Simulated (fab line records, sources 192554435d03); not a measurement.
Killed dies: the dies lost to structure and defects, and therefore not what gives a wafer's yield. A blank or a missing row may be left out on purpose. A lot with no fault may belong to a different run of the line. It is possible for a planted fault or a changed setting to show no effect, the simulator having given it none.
Split-lot trial	flow n5_finfet	7 lots, 21 wafers read, on a route of 1938 steps

## SPLIT DETAILS
At N5_BEOL_M0_SAQP_PEB_12 (peb time 60 s), the setting peb_time_s was moved away from the recipe's 60 s on 5 of the 21 wafers read, by -19.7% to +20.7%. For the rest of the wafers, this setting stayed at what the recipe calls for.

## THE PATH FROM SPLIT TO READING: the file shows 1 step between them
- N5_BEOL_M0_SAQP_DEVELOP_13: develop time 30 s

## THE READING
At N5_BEOL_M0_SAQP_CD_MEAS_14: cd_nm in nanometres, against a target cd of 42.5 nm. A value of 42.4 nm with a standard deviation of 0.31 nm is what fault-free wafers of this fab line usually give.

wafer	tool, chamber at the split	peb_time_s as run, s	against the recipe	cd_nm, nm	against lot-mates on the recipe
L075.1	litho_track-02, 0	60	recipe	42.6	-
L075.4	litho_track-02, 0	60	recipe	42.7	-
L075.5	litho_track-02, 0	60	recipe	42.2	-
L079.4	litho_track-05, 0	60	recipe	42.3	-
L079.5	litho_track-05, 0	60	recipe	41.7	-
L079.6	litho_track-05, 0	48.18	-19.7%	46.0	+4.0
L085.2	litho_track-05, 0	60	recipe	42.2	-
L085.3	litho_track-05, 0	60	recipe	42.1	-
L085.6	litho_track-05, 0	50.37	-16.1%	45.2	+3.0
L092.2	litho_track-02, 0	60	recipe	42.5	-
L092.3	litho_track-02, 0	72.41	+20.7%	39.7	-2.8
L092.4	litho_track-02, 0	60	recipe	42.4	-
L093.4	litho_track-01, 0	60	recipe	42.8	-
L093.5	litho_track-01, 0	60	recipe	42.7	-
L093.6	litho_track-01, 0	60	recipe	43.1	-
L095.1	litho_track-01, 0	60	recipe	42.0	-
L095.4	litho_track-01, 0	60	recipe	42.7	-
L095.5	litho_track-01, 0	60	recipe	42.7	-
L097.2	litho_track-02, 0	70.7	+17.8%	40.3	-2.0
L097.3	litho_track-02, 0	70.7	+17.8%	40.4	-1.9
L097.5	litho_track-02, 0	60	recipe	42.3	-

THE FIT
A straight line over all 21 wafers: cd_nm changes by -0.145 nm for each +1% of peb_time_s; r = -0.96; the points scatter about the line by 0.39 nm.
The same after taking each lot's own level away (the mean of its wafers on the recipe; 21 wafers): -0.151 nm for each +1%; r = -0.96; scatter 0.39 nm.
According to that fit, moving peb_time_s by its largest amount changes the reading by 3.1 nm.
Across the lots, their own levels run from 42.00 to 42.87 nm, a range of 2.8 times the standard deviation given above.
The two slopes agree, so the slope changes little with the lot-to-lot level.
Check: for one of the wafers moved furthest among these (+20.7%), held out of the fit, the line's prediction against its lot-mates is -3.03 nm. It came out at -2.75 nm against them.

## THE FILE'S OWN FIT
cd_nm changes by -0.157 nm for each +1% of peb_time_s, r = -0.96.
